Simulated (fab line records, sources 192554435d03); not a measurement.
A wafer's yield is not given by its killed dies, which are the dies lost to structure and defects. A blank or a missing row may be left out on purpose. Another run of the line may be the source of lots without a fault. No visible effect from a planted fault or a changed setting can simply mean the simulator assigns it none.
Matching of chambers	flow n5Finfet	cvdCo-02 running N5_BEOL_M3_CO_CAP_55: 3 sister chambers
The step material Co, precursor CCTBA/H2, target thk 2 nm, time 102.1 s. 3 wafers are shown with their chamber, then 12 later ones without.

## WAFERS, EACH WITH ITS CHAMBER
wafer	chamber	heaterPowerW (W)
L089.1	1	231
L089.2	0	195
L089.3	2	222

## WAFERS MISSING THEIR CHAMBER
wafer	heaterPowerW (W)
L089.4	197
L089.5	231
L089.6	224
L095.1	229
L095.3	196
L095.4	198
L094.1	202
L094.4	194
L094.6	234
L097.1	231
L097.2	191
L097.6	225

## CHAMBER TAKEN BY EACH
wafer	from the rows above	in truth
L089.4	0	0
L089.5	1	1
L089.6	can't be placed: 2 or 1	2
L095.1	can't be placed: 1 or 2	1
L095.3	0	0
L095.4	0	0
L094.1	0	0
L094.4	0	0
L094.6	1	1
L097.1	1	1
L097.2	0	0
L097.6	can't be placed: 2 or 1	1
Correct placement for 9 of the 12. These rows do not allow placing 3 (true chamber among the candidates in 3). Placed wrongly: 0.
How it was worked out, from the rows above alone: a wafer's distance from a chamber is the root of the sum, over the readings, of the square of ((its reading less the chamber's mean) divided by the reading's scatter). If the next closest chamber is less than 2 further off than the closest, the wafer can't be placed; otherwise it belongs to the closest. The mean given for a chamber averages the wafers shown for that chamber. The scatter: with one shown wafer a chamber, the root of the mean of the squares of how far each hidden wafer lies from its nearest shown one.
